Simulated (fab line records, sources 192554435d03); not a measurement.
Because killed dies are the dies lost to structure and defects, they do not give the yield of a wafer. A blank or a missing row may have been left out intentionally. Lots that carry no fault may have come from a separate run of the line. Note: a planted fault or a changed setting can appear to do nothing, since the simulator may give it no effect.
fab line records    flow n5_finfet
record lots=24  wafers=72  last_day=19
route steps=1938 shown GATE_CUT@488 MOL_CONTACT_COAG@545
lots that met no fault: taken from a fault-free run of the same line
start_h: the number of hours between the record's first day and the start of the first shown wafer of the lot    wait_h: hours since the lot's step before    " same as the row above    L1.1+2: a single row standing in for several wafers    - value missing, or start not given    * or withheld: withheld    < > ~ a bound
route shown NAME@n: a module of which the file shows steps, and the number in the route of the first    usual: mean/standard deviation of fault-free wafers    same: alike in all rows    chamber/n: place in a boat    sites: readings site by site    _std_site: the values' standard deviation    _edge_site: outer sites' mean less inner sites'    radius_mm: how far each site lies from the wafer's centre    mask NAME#n: copy n    behind: the tool/chamber that last shaped the wafer    hold: cause of the lot's hold/its duration in hours/its outcome    device: whichever transistor did not switch (one of n, p or np)    end of line: tests run on the same wafers once the route is complete    a step with no rows: only its recipe    killed: count of dies lost to structure and defects at first sort (not the wafer's yield)    map: the dies of a wafer, with x for killed, . for not killed, _ for no die there
set.NAME: setting as actually run; set.NAME@STEP: the setting as run at that earlier step    model.NAME: the simulator's own value behind a step, which no gauge read
the route's steps for a sample of lots (tables are steps, rows are wafers)
services: the hour from which a tool's chamber was out of use, counted from the record's first day as start_h (under 0 if before that day), plus the number of hours and why
## steps
# step N5_GATE_CUT_OVL_MEAS_14
# recipe points_per_wafer=522
# usual GATE_CUT_OVL=-0.4/0.76
lot.wafer  tool        chamber  start_h  wait_h  GATE_CUT_OVL[nm]
L074.1     overlay-01  0        96.22    0.0     -0.6
L074.4     "           0        "        "       -0.4
L074.6     "           0        "        "       -0.7
L075.1     overlay-01  0        98.53    0.0     -0.1
L075.2     "           0        "        "       -0.4
L075.6     "           0        "        "       0.2
L076.3     overlay-02  0        99.56    0.0     0.6
L076.4     "           0        "        "       -0.7
L076.6     "           0        "        "       -0.7
L078.2     overlay-01  0        106.32   0.0     -1.5
L078.3     "           0        "        "       -1.1
L078.6     "           0        "        "       -0.8
L077.4     overlay-01  0        111.31   0.0     -0.1
L077.5     "           0        "        "       -1.0
L077.6     "           0        "        "       -0.8
L080.2     overlay-01  0        121.74   0.0     -0.8
L080.4     "           0        "        "       0.6
L080.5     "           0        "        "       0.1
L079.1     overlay-02  0        123.85   0.0     -0.2
L079.4     "           0        "        "       -0.5
L079.6     "           0        "        "       0.6
L081.1     overlay-02  0        126.81   0.0     0.0
L081.2     "           0        "        "       -0.6
L081.6     "           0        "        "       0.2
L082.1     overlay-01  0        134.73   0.0     0.3
L082.3     "           0        "        "       0.7
L082.4     "           0        "        "       0.4
L083.2     overlay-01  0        136.50   0.0     -1.4
L083.3     "           0        "        "       -1.0
L083.6     "           0        "        "       -1.3
L084.1     overlay-01  0        141.80   0.0     0.5
L084.3     "           0        "        "       0.2
L084.4     "           0        "        "       -0.5
L085.1     overlay-02  0        151.68   0.0     -0.1
L085.4     "           0        "        "       0.4
L085.6     "           0        "        "       0.4
L086.2     overlay-01  0        160.14   0.0     0.7
L086.4     "           0        "        "       -0.3
L086.5     "           0        "        "       0.0
L087.1     overlay-02  0        162.06   0.0     0.0
L087.2     "           0        "        "       0.7
L087.5     "           0        "        "       -0.4
L088.2     overlay-01  0        172.36   0.0     0.1
L088.3     "           0        "        "       0.1
L088.6     "           0        "        "       0.9
L089.2     overlay-01  0        180.26   0.0     -0.6
L089.3     "           0        "        "       0.1
L089.5     "           0        "        "       -0.7
L090.2     overlay-01  0        182.12   0.0     -0.5
L090.4     "           0        "        "       -0.4
L090.6     "           0        "        "       -1.1
L091.2     overlay-02  0        185.24   0.0     -1.3
L091.5     "           0        "        "       -0.1
L091.6     "           0        "        "       -2.4
L092.1     overlay-01  0        193.46   0.0     -1.6
L092.2     "           0        "        "       -0.8
L092.4     "           0        "        "       -1.7
L093.2     overlay-01  0        202.07   0.0     -1.4
L093.4     "           0        "        "       -1.4
L093.6     "           0        "        "       -0.5
L094.1     overlay-02  0        205.22   0.0     0.1
L094.3     "           0        "        "       0.0
L094.4     "           0        "        "       -0.9
L095.2     overlay-02  0        212.28   0.0     -0.5
L095.5     "           0        "        "       -0.6
L095.6     "           0        "        "       -0.4
L096.2     overlay-01  0        218.46   0.0     0.3
L096.5     "           0        "        "       0.3
L096.6     "           0        "        "       0.4
L097.1     overlay-02  0        222.50   0.0     -1.3
L097.5     "           0        "        "       0.1
L097.6     "           0        "        "       -0.9
# step N5_GATE_CUT_ETCH_28
# recipe chemistry=N2/H2  target=underlayer  target_depth_a=130  mask_material=CAR-EUV  time_s=10.4  ion_energy_ev=200  pressure_mtorr=30  source_w=840  bias_w=150  n2_flow_sccm=200  h2_flow_sccm=200  ends=cleared
# usual drypump_motor_current_A=5.5/0.34  etch_rf_on_time_s=10.4/0.3  oes_product_au=0.64/0.063  rf_vpp_V=522.8/2.4  showerhead_plenum_p_Torr=2.51/0.079  throttle_valve_pct=17.90/0.23
lot.wafer  tool         chamber  start_h  wait_h  drypump_motor_current_A  etch_rf_on_time_s  oes_product_au  rf_hours_counter_h  rf_vpp_V  showerhead_plenum_p_Torr  throttle_valve_pct
L074.1     rie_diel-06  3        96.41    0.0     5.4                      10.3               0.66            143                 521.0     2.44                      18.08
L074.4     "            1        "        "       5.7                      9.8                0.67            -                   519.1     2.42                      17.64
L074.6     "            3        "        "       5.4                      10.4               0.66            -                   521.8     2.44                      18.08
L075.1     rie_diel-04  3        98.66    0.0     5.6                      10.0               0.60            218                 524.3     2.51                      18.07
L075.2     "            2        "        "       5.2                      10.8               0.64            144                 526.7     2.67                      18.06
L075.6     "            2        "        "       5.3                      10.7               0.64            -                   526.9     2.67                      18.06
L076.3     rie_diel-02  0        99.76    0.0     5.4                      10.8               0.61            225                 525.5     2.60                      18.02
L076.4     "            2        "        "       5.5                      10.6               0.62            204                 523.7     2.52                      17.74
L076.6     "            3        "        "       5.7                      10.5               0.62            -                   522.3     2.52                      18.13
L078.2     rie_diel-02  0        106.45   0.0     5.4                      10.9               0.60            226                 525.3     2.60                      18.02
L078.3     "            1        "        "       6.0                      10.8               0.63            157                 519.4     2.44                      17.62
L078.6     "            1        "        "       6.0                      10.8               0.62            -                   520.1     2.44                      17.61
L077.4     rie_diel-04  2        111.41   0.0     5.2                      10.8               0.64            148                 525.2     2.67                      18.08
L077.5     "            2        "        "       5.2                      10.7               0.64            -                   527.2     2.67                      18.07
L077.6     "            1        "        "       6.3                      10.2               0.61            -                   521.6     2.42                      18.14
L080.2     rie_diel-06  2        122.33   0.0     5.2                      10.2               0.63            196                 525.4     2.64                      17.98
L080.4     "            0        "        "       4.9                      10.6               0.80            7                   523.0     2.50                      17.54
L080.5     "            1        "        "       5.6                      9.8                0.66            -                   520.7     2.41                      17.63
L079.1     rie_diel-06  0        123.98   0.0     4.9                      10.7               0.77            7                   521.1     2.50                      17.55
L079.4     "            1        "        "       5.7                      9.9                0.65            182                 521.7     2.41                      17.63
L079.6     "            3        "        "       5.4                      10.3               0.64            -                   521.2     2.44                      18.10
L081.1     rie_diel-06  0        127.03   0.0     4.9                      10.6               0.78            9                   522.4     2.50                      17.53
L081.2     "            1        "        "       5.7                      9.8                0.65            183                 519.7     2.41                      17.64
L081.6     "            2        "        "       5.3                      10.1               0.62            -                   525.4     2.64                      17.97
L082.1     rie_diel-02  2        136.27   0.0     5.5                      10.6               0.61            216                 523.8     2.52                      17.78
L082.3     "            0        "        "       5.5                      10.9               0.60            238                 524.8     2.60                      18.04
L082.4     "            1        "        "       6.0                      10.8               0.62            168                 518.2     2.44                      17.65
L083.2     rie_diel-02  1        138.96   0.0     6.0                      10.9               0.61            169                 520.7     2.44                      17.63
L083.3     "            3        "        "       5.8                      10.6               0.61            205                 523.2     2.51                      18.15
L083.6     "            2        "        "       5.5                      10.6               0.62            -                   523.7     2.52                      17.77
L084.1     rie_diel-06  3        143.53   0.0     5.4                      10.3               0.64            163                 520.2     2.43                      18.11
L084.3     "            1        "        "       5.7                      9.9                0.64            191                 520.0     2.41                      17.64
L084.4     "            0        "        "       4.9                      10.6               0.76            17                  522.2     2.50                      17.55
L085.1     rie_diel-06  3        151.81   0.0     5.3                      10.3               0.64            166                 520.0     2.43                      18.12
L085.4     "            0        "        "       4.9                      10.6               0.75            20                  523.5     2.50                      17.58
L085.6     "            1        "        "       5.6                      10.0               0.64            -                   522.3     2.41                      17.67
L086.2     rie_diel-06  2        160.27   0.0     5.2                      10.2               0.62            212                 525.6     2.64                      18.00
L086.4     "            0        "        "       4.9                      10.5               0.75            23                  523.1     2.49                      17.57
L086.5     "            0        "        "       4.9                      10.5               0.75            -                   523.2     2.49                      17.56
L087.1     rie_diel-02  3        162.28   0.0     5.7                      10.4               0.62            214                 523.1     2.51                      18.15
L087.2     "            0        "        "       5.4                      11.0               0.59            248                 525.1     2.59                      18.07
L087.5     "            0        "        "       5.4                      10.8               0.58            -                   526.3     2.59                      18.07
L088.2     rie_diel-02  1        172.60   0.0     6.1                      10.8               0.60            179                 518.6     2.43                      17.64
L088.3     "            3        "        "       5.7                      10.6               0.61            218                 522.6     2.51                      18.20
L088.6     "            1        "        "       6.1                      10.8               0.60            -                   519.5     2.43                      17.66
L089.2     rie_diel-02  3        180.47   0.0     5.7                      10.4               0.61            220                 523.5     2.51                      18.19
L089.3     "            1        "        "       6.1                      10.9               0.61            181                 520.7     2.43                      17.65
L089.5     "            3        "        "       5.7                      10.5               0.60            -                   524.2     2.51                      18.19
L090.2     rie_diel-06  3        182.24   0.0     5.4                      10.4               0.62            175                 518.9     2.43                      18.14
L090.4     "            0        "        "       4.9                      10.7               0.74            29                  521.9     2.49                      17.58
L090.6     "            0        "        "       4.9                      10.6               0.73            -                   522.6     2.49                      17.58
L091.2     rie_diel-04  1        185.36   0.0     6.3                      10.2               0.60            230                 520.2     2.41                      18.17
L091.5     "            1        "        "       6.3                      10.3               0.60            -                   518.7     2.41                      18.15
L091.6     "            2        "        "       5.3                      10.8               0.61            -                   526.8     2.66                      18.10
L092.1     rie_diel-02  1        193.59   0.0     6.1                      10.7               0.60            186                 520.5     2.43                      17.66
L092.2     "            0        "        "       5.4                      10.3               0.83            3                   527.0     2.59                      17.65
L092.4     "            2        "        "       5.5                      10.5               0.61            236                 522.8     2.51                      17.81
L093.2     rie_diel-04  2        202.31   0.0     5.3                      10.7               0.62            169                 525.5     2.66                      18.11
L093.4     "            3        "        "       5.7                      9.9                0.59            235                 522.4     2.51                      18.10
L093.6     "            2        "        "       5.3                      10.8               0.62            -                   526.5     2.66                      18.12
L094.1     rie_diel-02  1        205.72   0.0     6.1                      10.8               0.60            191                 520.1     2.43                      17.67
L094.3     "            2        "        "       5.5                      10.6               0.60            242                 523.0     2.51                      17.80
L094.4     "            0        "        "       5.5                      10.4               0.81            9                   526.9     2.59                      17.66
L095.2     rie_diel-04  1        212.41   0.0     6.3                      10.1               0.60            238                 519.0     2.41                      18.18
L095.5     "            0        "        "       5.8                      10.1               0.80            -                   523.1     2.50                      17.62
L095.6     "            3        "        "       5.6                      10.0               0.59            -                   525.1     2.51                      18.12
L096.2     rie_diel-06  0        218.59   0.0     4.9                      10.5               0.73            35                  522.0     2.49                      17.61
L096.5     "            2        "        "       5.2                      10.2               0.61            -                   524.2     2.63                      18.03
L096.6     "            3        "        "       5.4                      10.3               0.63            -                   521.3     2.43                      18.15
L097.1     rie_diel-02  2        222.63   0.0     5.5                      10.7               0.59            247                 523.4     2.51                      17.83
L097.5     "            3        "        "       5.7                      10.4               0.61            -                   522.8     2.50                      18.23
L097.6     "            2        "        "       5.5                      10.8               0.59            -                   520.9     2.51                      17.82
# step N5_GATE_CUT_STRIP_21
# recipe chemistry=N2/H2  time_s=30  power_w=1000  temp_c=250  pressure_mtorr=withheld  n2_flow_sccm=1750  h2_flow_sccm=3250
# usual drypump_motor_current_A=5.9/0.32  heater_power_w=329/33
lot.wafer  tool             chamber  start_h  wait_h  drypump_motor_current_A  heater_power_w  rf_hours_counter_h
L074.1     plasma_asher-02  0        97.06    0.0     5.7                      278             42
L074.4     "                0        "        "       5.7                      273             -
L074.6     "                0        "        "       5.7                      270             -
L075.1     plasma_asher-02  0        99.31    0.0     5.7                      275             42
L075.2     "                1        "        "       5.5                      343             42
L075.6     "                0        "        "       5.7                      283             -
L076.3     plasma_asher-02  1        100.43   0.1     5.5                      345             -
L076.4     "                0        "        "       5.7                      271             -
L076.6     "                1        "        "       5.5                      348             -
L078.2     plasma_asher-01  0        107.10   0.0     6.1                      339             92
L078.3     "                0        "        "       6.1                      338             -
L078.6     "                0        "        "       6.1                      338             -
L077.4     plasma_asher-01  1        112.08   0.1     6.3                      366             -
L077.5     "                0        "        "       6.1                      339             -
L077.6     "                1        "        "       6.3                      366             -
L080.2     plasma_asher-01  1        122.98   0.0     6.3                      363             95
L080.4     "                1        "        "       6.3                      353             -
L080.5     "                1        "        "       6.4                      372             -
L079.1     plasma_asher-01  1        124.70   0.1     6.3                      361             95
L079.4     "                0        "        "       6.1                      348             -
L079.6     "                0        "        "       6.1                      343             -
L081.1     plasma_asher-02  0        127.67   0.0     5.7                      272             49
L081.2     "                1        "        "       5.5                      333             49
L081.6     "                0        "        "       5.7                      271             -
L082.1     plasma_asher-02  0        136.92   0.0     5.7                      270             51
L082.3     "                0        "        "       5.7                      279             -
L082.4     "                1        "        "       5.5                      334             -
L083.2     plasma_asher-02  0        139.61   0.0     5.7                      278             52
L083.3     "                1        "        "       5.5                      350             -
L083.6     "                0        "        "       5.7                      276             -
L084.1     plasma_asher-01  0        144.18   0.0     6.1                      336             99
L084.3     "                1        "        "       6.3                      363             -
L084.4     "                0        "        "       6.1                      336             -
L085.1     plasma_asher-02  0        152.46   0.0     5.7                      280             54
L085.4     "                0        "        "       5.7                      280             -
L085.6     "                1        "        "       5.5                      338             -
L086.2     plasma_asher-02  0        160.92   0.0     5.7                      277             56
L086.4     "                1        "        "       5.5                      336             -
L086.5     "                0        "        "       5.7                      270             -
L087.1     plasma_asher-01  0        162.93   0.0     6.1                      344             102
L087.2     "                1        "        "       6.3                      354             102
L087.5     "                0        "        "       6.1                      337             -
L088.2     plasma_asher-02  1        173.25   0.0     5.5                      340             57
L088.3     "                0        "        "       5.7                      284             -
L088.6     "                1        "        "       5.5                      343             -
L089.2     plasma_asher-02  0        181.12   0.0     5.7                      279             59
L089.3     "                1        "        "       5.5                      335             -
L089.5     "                0        "        "       5.7                      272             -
L090.2     plasma_asher-01  1        182.89   0.0     6.4                      352             107
L090.4     "                0        "        "       6.1                      339             -
L090.6     "                1        "        "       6.4                      369             -
L091.2     plasma_asher-02  0        186.01   0.0     5.7                      271             60
L091.5     "                1        "        "       5.5                      339             -
L091.6     "                0        "        "       5.7                      277             -
L092.1     plasma_asher-01  0        194.24   0.0     6.1                      342             109
L092.2     "                1        "        "       6.4                      372             109
L092.4     "                1        "        "       6.3                      367             -
L093.2     plasma_asher-01  0        202.96   0.0     6.1                      333             111
L093.4     "                1        "        "       6.4                      368             -
L093.6     "                1        "        "       6.3                      356             -
L094.1     plasma_asher-01  0        206.37   0.0     6.1                      342             112
L094.3     "                1        "        "       6.4                      352             -
L094.4     "                0        "        "       6.1                      345             -
L095.2     plasma_asher-02  0        213.06   0.0     5.7                      276             66
L095.5     "                1        "        "       5.5                      336             -
L095.6     "                0        "        "       5.7                      272             -
L096.2     plasma_asher-01  0        219.23   0.0     6.1                      331             115
L096.5     "                1        "        "       6.4                      351             -
L096.6     "                0        "        "       6.2                      337             -
L097.1     plasma_asher-01  0        223.27   0.0     6.1                      340             115
L097.5     "                0        "        "       6.1                      335             -
L097.6     "                1        "        "       6.3                      363             -
# step N5_GATE_CUT_CMP_61
# recipe stop_on=SiNx  t_overpolish_s=3  post_cmp_clean=alkaline_brush  down_force_psi=4  platen_rpm=27.09  pad_velocity_m_s=0.539
# usual motor_current_A=12.1/0.7  slurry_filter_dp_kPa=13.49/0.15
lot.wafer  tool    chamber  start_h  wait_h  motor_current_A  slurry_filter_dp_kPa
L074.4     cmp-01  1        100.95   0.3     12.0             13.86
L074.1     "       3        "        "       12.3             13.62
L074.6     "       0        "        "       12.1             13.41
L075.1     cmp-03  2        102.28   0.3     12.2             13.43
L075.2     "       3        "        "       12.9             13.44
L075.6     "       0        "        "       10.8             13.62
L076.4     cmp-01  3        103.20   0.4     12.0             13.43
L076.3     "       0        "        "       12.4             13.23
L076.6     "       0        "        "       12.1             13.42
L078.2     cmp-01  0        110.08   0.4     12.9             13.55
L078.3     "       3        "        "       11.7             13.36
L078.6     "       0        "        "       12.0             13.54
L077.4     cmp-04  3        117.74   3.4     12.2             13.67
L077.6     "       0        "        "       10.9             13.55
L077.5     "       1        "        "       12.1             13.58
L080.4     cmp-03  0        125.43   0.4     10.9             13.56
L080.2     "       1        "        "       13.1             13.61
L080.5     "       0        "        "       11.4             13.49
L079.1     cmp-01  3        127.21   0.3     11.6             13.49
L079.4     "       0        "        "       12.5             13.38
L079.6     "       2        "        "       12.6             13.42
L081.2     cmp-04  3        130.15   0.3     12.8             13.65
L081.1     "       0        "        "       11.2             13.50
L081.6     "       3        "        "       13.1             13.48
L082.4     cmp-03  2        139.37   0.4     12.6             13.43
L082.1     "       3        "        "       12.7             13.54
L082.3     "       1        "        "       12.4             13.40
L083.2     cmp-03  3        142.06   0.4     12.5             13.43
L083.3     "       1        "        "       12.6             13.56
L083.6     "       3        "        "       13.0             13.49
L084.1     cmp-01  3        146.63   0.4     12.0             13.18
L084.3     "       0        "        "       12.5             13.35
L084.4     "       1        "        "       11.6             13.85
L085.1     cmp-04  2        154.93   0.3     11.3             13.86
L085.4     "       0        "        "       11.0             13.31
L085.6     "       2        "        "       11.3             13.26
L086.2     cmp-01  0        163.44   0.4     12.1             13.50
L086.4     "       2        "        "       13.0             13.59
L086.5     "       1        "        "       11.9             13.24
L087.2     cmp-03  2        165.41   0.3     12.4             13.76
L087.1     "       3        "        "       12.6             13.77
L087.5     "       2        "        "       11.7             13.44
L088.2     cmp-04  2        175.73   0.3     11.1             13.40
L088.3     "       3        "        "       12.7             13.62
L088.6     "       2        "        "       11.1             13.52
L089.3     cmp-04  1        183.77   0.4     12.3             13.57
L089.2     "       0        "        "       11.6             13.49
L089.5     "       2        "        "       12.2             13.24
L090.2     cmp-03  2        185.83   0.4     12.3             13.51
L090.4     "       3        "        "       13.1             13.48
L090.6     "       3        "        "       12.9             13.68
L091.2     cmp-04  0        188.91   0.2     11.4             13.56
L091.5     "       1        "        "       11.9             13.47
L091.6     "       2        "        "       11.2             13.62
L092.4     cmp-03  2        196.72   0.3     12.4             13.31
L092.2     "       3        "        "       13.0             13.48
L092.1     "       0        "        "       11.3             13.37
L093.4     cmp-04  0        205.46   0.3     10.8             13.35
L093.2     "       2        "        "       11.5             13.49
L093.6     "       3        "        "       12.8             13.49
L094.1     cmp-03  0        208.82   0.4     11.4             13.32
L094.3     "       2        "        "       12.7             13.38
L094.4     "       3        "        "       12.9             13.41
L095.2     cmp-04  0        215.56   0.3     10.9             13.53
L095.6     "       2        "        "       11.0             13.45
L095.5     "       3        "        "       12.5             13.35
L096.2     cmp-03  1        221.77   0.2     12.5             13.34
L096.6     "       2        "        "       12.6             13.23
L096.5     "       3        "        "       12.4             13.28
L097.1     cmp-01  0        225.81   0.2     12.3             13.58
L097.5     "       1        "        "       12.0             13.28
L097.6     "       2        "        "       12.6             13.22
# step N5_MOL_CONTACT_COAG_SIL_ANNEAL_21
# recipe temp_c=550  time_s=60  ambient=N2
# usual lamp_power_pct=6.27/0.042  wafer_temp_C_max=552.7/0.58
lot.wafer  tool           chamber  start_h  wait_h  lamp_power_pct  wafer_temp_C_max
L075.1     rtp_anneal-02  0        105.65   0.2     6.32            552.7
L075.2     "              0        "        "       6.32            552.3
L075.6     "              0        "        "       6.32            551.9
L074.1     rtp_anneal-01  0        105.75   0.2     6.24            552.8
L074.4     "              0        "        "       6.23            552.8
L074.6     "              0        "        "       6.23            552.9
L076.3     rtp_anneal-02  0        106.01   0.3     6.32            552.3
L076.4     "              0        "        "       6.32            552.7
L076.6     "              0        "        "       6.33            552.6
L078.2     rtp_anneal-02  0        113.08   0.3     6.32            552.1
L078.3     "              0        "        "       6.32            551.9
L078.6     "              0        "        "       6.32            551.9
L077.4     rtp_anneal-01  0        119.88   0.3     6.22            552.6
L077.5     "              0        "        "       6.22            552.5
L077.6     "              0        "        "       6.24            554.2
L080.2     rtp_anneal-01  0        127.61   0.2     6.24            553.6
L080.4     "              0        "        "       6.24            552.7
L080.5     "              0        "        "       6.23            552.0
L079.1     rtp_anneal-02  0        129.79   0.2     6.31            551.9
L079.4     "              0        "        "       6.32            551.6
L079.6     "              0        "        "       6.32            552.7
L081.1     rtp_anneal-02  0        132.45   0.2     6.31            552.2
L081.2     "              0        "        "       6.32            553.3
L081.6     "              0        "        "       6.32            552.1
L082.1     rtp_anneal-02  0        141.54   0.3     6.32            553.6
L082.3     "              0        "        "       6.32            551.7
L082.4     "              0        "        "       6.32            551.4
L083.2     rtp_anneal-01  0        144.50   0.2     6.24            553.4
L083.3     "              0        "        "       6.23            552.7
L083.6     "              0        "        "       6.24            553.4
L084.1     rtp_anneal-01  0        149.05   0.2     6.24            552.7
L084.3     "              0        "        "       6.23            554.0
L084.4     "              0        "        "       6.23            552.8
L085.1     rtp_anneal-02  0        158.13   0.2     6.32            552.6
L085.4     "              0        "        "       6.32            552.9
L085.6     "              0        "        "       6.32            552.7
L086.2     rtp_anneal-01  0        165.82   0.2     6.23            552.8
L086.4     "              0        "        "       6.23            553.2
L086.5     "              0        "        "       6.24            553.2
L087.1     rtp_anneal-01  0        169.04   0.4     6.24            551.6
L087.2     "              0        "        "       6.24            552.7
L087.5     "              0        "        "       6.24            553.1
L088.2     rtp_anneal-02  0        178.31   0.4     6.31            551.9
L088.3     "              0        "        "       6.31            552.8
L088.6     "              0        "        "       6.32            552.6
L089.2     rtp_anneal-02  0        186.74   0.2     6.32            553.3
L089.3     "              0        "        "       6.32            552.5
L089.5     "              0        "        "       6.32            552.8
L090.2     rtp_anneal-01  0        191.95   0.2     6.23            553.9
L090.4     "              0        "        "       6.24            553.1
L090.6     "              0        "        "       6.23            552.9
L091.2     rtp_anneal-01  0        192.13   0.3     6.23            552.7
L091.5     "              0        "        "       6.24            552.9
L091.6     "              0        "        "       6.23            552.4
L092.1     rtp_anneal-01  0        199.77   0.2     6.23            552.6
L092.2     "              0        "        "       6.24            552.9
L092.4     "              0        "        "       6.23            553.4
L093.2     rtp_anneal-02  0        207.65   0.3     6.33            551.9
L093.4     "              0        "        "       6.31            552.4
L093.6     "              0        "        "       6.32            551.5
L094.1     rtp_anneal-02  0        212.65   0.2     6.31            552.8
L094.3     "              0        "        "       6.32            553.2
L094.4     "              0        "        "       6.32            553.4
L095.2     rtp_anneal-01  0        217.54   0.2     6.23            553.5
L095.5     "              0        "        "       6.23            553.1
L095.6     "              0        "        "       6.23            553.7
L096.2     rtp_anneal-01  0        223.82   0.2     6.23            552.2
L096.5     "              0        "        "       6.23            552.7
L096.6     "              0        "        "       6.24            552.4
L097.1     rtp_anneal-01  0        229.47   0.2     6.23            552.8
L097.5     "              0        "        "       6.23            553.6
L097.6     "              0        "        "       6.23            552.0
# step N5_MOL_CONTACT_COAG_SPUTTER_143
# recipe material=Co  target_thk_a=25  temp_c=25  chamber_pressure_pa=0.2
# usual throttle_valve_pct=30.2/0.73
lot.wafer  tool            chamber  start_h  wait_h  throttle_valve_pct
L075.1     pvd_sputter-03  -        107.58   0.0     31.3
L075.2     "               -        "        "       30.2
L075.6     "               -        "        "       31.0
L074.1     pvd_sputter-02  -        107.71   0.0     30.4
L074.4     "               -        "        "       29.3
L074.6     "               -        "        "       29.2
L076.3     pvd_sputter-01  -        108.10   0.0     30.9
L076.4     "               -        "        "       31.2
L076.6     "               -        "        "       29.5
L078.2     pvd_sputter-03  -        113.68   0.0     30.2
L078.3     "               -        "        "       29.2
L078.6     "               -        "        "       30.2
L077.4     pvd_sputter-02  -        120.14   0.0     31.1
L077.5     "               -        "        "       29.0
L077.6     "               -        "        "       31.0
L080.2     pvd_sputter-03  -        129.46   0.0     29.3
L080.4     "               -        "        "       29.7
L080.5     "               -        "        "       29.5
L079.1     pvd_sputter-02  -        131.48   0.0     30.5
L079.4     "               -        "        "       28.9
L079.6     "               -        "        "       30.4
L081.1     pvd_sputter-03  -        132.73   0.0     29.7
L081.2     "               -        "        "       31.1
L081.6     "               -        "        "       29.7
L082.1     pvd_sputter-01  -        141.89   0.0     29.3
L082.3     "               -        "        "       31.2
L082.4     "               -        "        "       30.9
L083.2     pvd_sputter-01  -        145.18   0.0     29.3
L083.3     "               -        "        "       31.0
L083.6     "               -        "        "       29.0
L084.1     pvd_sputter-02  -        150.50   0.0     29.2
L084.3     "               -        "        "       31.0
L084.4     "               -        "        "       30.5
L085.1     pvd_sputter-01  -        158.73   0.0     29.4
L085.4     "               -        "        "       29.4
L085.6     "               -        "        "       30.9
L086.2     pvd_sputter-02  -        166.07   0.0     28.9
L086.4     "               -        "        "       30.7
L086.5     "               -        "        "       30.5
L087.1     pvd_sputter-03  -        169.47   0.0     29.3
L087.2     "               -        "        "       30.0
L087.5     "               -        "        "       29.7
L088.2     pvd_sputter-03  -        178.73   0.0     29.2
L088.3     "               -        "        "       29.6
L088.6     "               -        "        "       29.7
L089.2     pvd_sputter-02  -        187.02   0.0     29.2
L089.3     "               -        "        "       30.4
L089.5     "               -        "        "       30.9
L090.2     pvd_sputter-03  -        192.36   0.0     29.6
L090.4     "               -        "        "       30.0
L090.6     "               -        "        "       30.8
L091.2     pvd_sputter-03  -        192.84   0.0     29.9
L091.5     "               -        "        "       29.6
L091.6     "               -        "        "       31.0
L092.1     pvd_sputter-02  -        200.99   0.0     30.6
L092.2     "               -        "        "       28.9
L092.4     "               -        "        "       31.2
L093.2     pvd_sputter-03  -        208.21   0.0     29.4
L093.4     "               -        "        "       30.9
L093.6     "               -        "        "       30.7
L094.1     pvd_sputter-03  -        213.06   0.0     29.9
L094.3     "               -        "        "       29.4
L094.4     "               -        "        "       30.3
L095.2     pvd_sputter-02  -        217.91   0.0     30.9
L095.5     "               -        "        "       30.8
L095.6     "               -        "        "       29.0
L096.2     pvd_sputter-02  -        225.61   0.0     30.5
L096.5     "               -        "        "       30.4
L096.6     "               -        "        "       28.9
L097.1     pvd_sputter-03  -        229.74   0.0     31.1
L097.5     "               -        "        "       29.7
L097.6     "               -        "        "       29.7
## services
tool            chamber  start_h  hours  kind
cmp-03          -        77.30    4.0    pm
pvd_sputter-02  -        78.31    1.8    repair
rie_diel-06     0        79.63    -      clean
cmp-03          -        91.82    0.2    repair
rie_diel-06     0        104.78   5.5    repair
rie_diel-04     -        116.06   28.1   pm
cmp-01          -        117.61   0.3    repair
cmp-01          -        124.10   1.0    repair
cmp-04          -        134.18   0.7    repair
cmp-01          -        141.71   3.6    repair
rie_diel-02     1        154.13   5.4    repair
rie_diel-02     0        165.92   -      clean
rie_diel-02     0        165.92   -      consumable_replace:focus_ring
rie_diel-02     0        165.92   16.7   scheduled_down
rie_diel-02     0        165.92   16.7   vent_cycle
rie_diel-04     3        167.41   8.7    repair
rie_diel-02     -        179.40   1.0    repair
cmp-03          -        181.07   4.2    pm
cmp-03          -        187.94   1.7    repair
rie_diel-06     2        189.08   10.0   repair
cmp-04          -        200.39   4.0    pm
pvd_sputter-03  -        205.12   1.6    repair
cmp-03          -        220.37   0.8    repair
rie_diel-06     2        226.76   7.4    repair
## key
fault none
